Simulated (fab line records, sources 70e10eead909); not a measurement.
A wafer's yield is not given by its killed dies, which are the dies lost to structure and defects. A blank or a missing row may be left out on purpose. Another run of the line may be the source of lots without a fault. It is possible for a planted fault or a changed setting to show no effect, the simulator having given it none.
Matching of chambers | flow nandHarc | NHARC_A_CHANNEL_HOLE_D2_DEP_01 on pecvd-04: 3 sister chambers
The step deposits SiON, target thk 140 nm. 18 wafers are shown with their chamber, then 9 later ones without.

## WAFERS PAIRED WITH THEIR CHAMBERS
wafer  | chamber | heaterPowerW (W) | rfFwdPowerW (W)
L074.1 | 2       | 757              | 350.4
L074.2 | 0       | 707              | 347.2
L074.5 | 1       | 711              | 349.9
L076.1 | 1       | 654              | 347.7
L076.2 | 2       | 812              | 350.1
L076.3 | 0       | 714              | 350.2
L077.2 | 0       | 683              | 349.1
L077.3 | 1       | 660              | 347.3
L077.6 | 2       | 755              | 350.5
L080.3 | 0       | 659              | 348.5
L080.5 | 2       | 778              | 350.0
L080.6 | 1       | 683              | 348.6
L081.1 | 2       | 753              | 348.5
L081.3 | 1       | 712              | 349.8
L081.4 | 1       | 702              | 348.0
L084.1 | 0       | 711              | 347.0
L084.3 | 2       | 834              | 349.0
L084.6 | 1       | 697              | 348.1

SIGNATURES, as means of the wafers listed above
reading      | chamber 0 | chamber 1 | chamber 2 | scatter within a chamber
heaterPowerW | 694.80    | 688.43    | 781.50    | 27.5
rfFwdPowerW  | 348.400   | 348.486   | 349.750   | 1.05
Rule: distance of a wafer from a chamber = root of the sum over the readings of ((wafer's reading minus chamber's mean) / reading's scatter) squared. The wafer belongs to the nearest chamber; if the next one is less than 2 further off, it can't be placed. The scatter: the root of (the sum of the squares of (reading less its chamber's mean) over the shown wafers, divided by (wafers less chambers)).

## WAFERS WHOSE CHAMBER IS MISSING
wafer  | heaterPowerW (W) | rfFwdPowerW (W)
L088.1 | 672              | 350.1
L088.4 | 688              | 348.3
L088.5 | 789              | 348.8
L092.1 | 674              | 349.6
L092.2 | 667              | 347.4
L092.5 | 662              | 346.9
L097.1 | 607              | 347.1
L097.2 | 861              | 347.7
L097.5 | 758              | 347.8

## EACH ONE'S CHAMBER
wafer  | from the rows above          | in truth
L088.1 | can't be placed: 1 or 0      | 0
L088.4 | can't be placed: 1 or 0      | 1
L088.5 | 2                            | 2
L092.1 | can't be placed: 1 or 0      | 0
L092.2 | can't be placed: 1 or 0      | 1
L092.5 | can't be placed: 1 or 0      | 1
L097.1 | can't be placed: 1 or 0      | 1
L097.2 | 2                            | 2
L097.5 | can't be placed: 2 or 0 or 1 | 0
2 of 9 placed correctly. Not placeable from these rows: 7 (in 7, the candidates include the true chamber). Placed wrongly: 0.
